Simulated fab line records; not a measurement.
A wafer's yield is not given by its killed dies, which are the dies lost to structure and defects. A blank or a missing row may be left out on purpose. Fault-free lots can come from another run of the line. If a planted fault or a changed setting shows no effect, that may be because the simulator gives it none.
What tool caused it?    flow nand_harc    route of 1302 steps, sampled at 1 step: 13 lots, 38 wafers

WHAT THE GAUGES READ, wafer by wafer
NHARC_A_CHANNEL_HOLE_D2_INSPECT_40. Usual: raw_defect_count at 297, with a standard deviation of 95.
lot   measured      on                 raw_defect_count  flag
L816  day 13 18:03  defect_inspect-02  247 186 291       
L817  day 13 22:11  defect_inspect-02  456 561 362       
L818  day 14 23:15  defect_inspect-01  224 197 351       
L820  day 15 07:52  defect_inspect-02  188 183 210       
L825  day 17 10:48  defect_inspect-02  294 329 405       
L826  day 18 00:32  defect_inspect-01  205 256           
L833  day 20 08:17  defect_inspect-02  228 191 292       
L835  day 21 06:06  defect_inspect-01  251 231 222       
L834  day 21 12:24  defect_inspect-02  355 266 171       
L836  day 22 04:27  defect_inspect-01  318 319 215       
L838  day 22 13:43  defect_inspect-01  342 325 213       
L839  day 22 21:45  defect_inspect-02  287 258 373       
L837  day 22 22:33  defect_inspect-02  295 232 214       

TOOL THAT RAN EACH LOT (tool first, then ch and the chambers of the sampled wafers, then the start)
The record holds no process step before these readings.

AS READ BY THE TOOLS THEMSELVES (means over the sampled wafers that have a number; for cases with no such wafer, the mark the record gives instead)
The record holds no such reading with a usual standard deviation.

THE ANSWER, worked out from the rows above alone
Rule: take the mean of a lot's wafers that have a number; if it is more than 3 standard deviations from the usual mean, the lot is off. A lot without any number at a reading at which 4 lots or more have one is off too. Where the step has rows for the other lots, those lots are counted as sound. First the gauges in route order, then the tools' own readings, where a lot's mean is used as printed above. At the first step where some lot is off, the reading lying furthest off is the one used; lots without a number count as furthest.
No lot is off at any reading shown: from this, nothing can be told.

WHAT HAD BEEN PUT IN BY THE SIMULATOR
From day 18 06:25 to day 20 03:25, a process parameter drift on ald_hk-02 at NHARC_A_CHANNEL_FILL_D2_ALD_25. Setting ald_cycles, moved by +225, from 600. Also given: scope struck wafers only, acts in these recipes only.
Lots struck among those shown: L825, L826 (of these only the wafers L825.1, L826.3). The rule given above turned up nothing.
